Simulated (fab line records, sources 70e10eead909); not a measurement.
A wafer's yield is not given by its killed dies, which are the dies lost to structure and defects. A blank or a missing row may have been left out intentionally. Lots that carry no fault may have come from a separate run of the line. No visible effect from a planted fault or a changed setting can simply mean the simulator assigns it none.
Matching of chambers    flow nandHarc    rieDiel-12 running NHARC_THIN_TSV_ETCHBACK_48: 4 sister chambers
The step etches the open film in C4F8/Ar, target depth 1028.5 nm, time 405.17 s. 8 wafers are shown with their chamber, then 7 later ones without.

## EACH WAFER AND ITS CHAMBER
wafer   chamber  rfVppV (V)  rfFwdPowerW (W)
L311.1  2        550         600.1
L315.3  0        543         600.3
L315.6  3        548         602.0
L323.1  3        548         601.5
L323.3  1        542         605.0
L323.6  1        544         602.7
L328.2  0        543         597.0
L328.3  2        550         600.7

## WAFERS WITHOUT THEIR CHAMBER
wafer   rfVppV (V)  rfFwdPowerW (W)
L328.6  544         600.6
L330.1  542         598.0
L330.2  549         599.2
L330.3  549         597.1
L331.1  543         600.1
L331.5  549         596.8
L331.6  551         599.8

## WHICH CHAMBER EACH WENT THROUGH
wafer   from the rows above      in truth
L328.6  can't be placed: 0 or 1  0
L330.1  0                        0
L330.2  can't be placed: 2 or 3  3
L330.3  can't be placed: 2 or 3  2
L331.1  can't be placed: 0 or 1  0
L331.5  can't be placed: 2 or 3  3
L331.6  2                        2
Correctly placed: 2 of 7. These rows do not allow placing 5 (true chamber among the candidates in 5). 0 placed wrongly.
How it was worked out, from the rows above alone: a wafer's distance from a chamber is the root of the sum, over the readings, of the square of ((its reading less the chamber's mean) divided by the reading's scatter). The wafer belongs to the nearest chamber; if the next one is less than 2 further off, it can't be placed. A chamber's mean is the mean of its shown wafers. How the scatter is found: for the shown wafers, subtract from each reading the mean of its chamber, square and add these, divide the total by (wafers less chambers), then take the root.
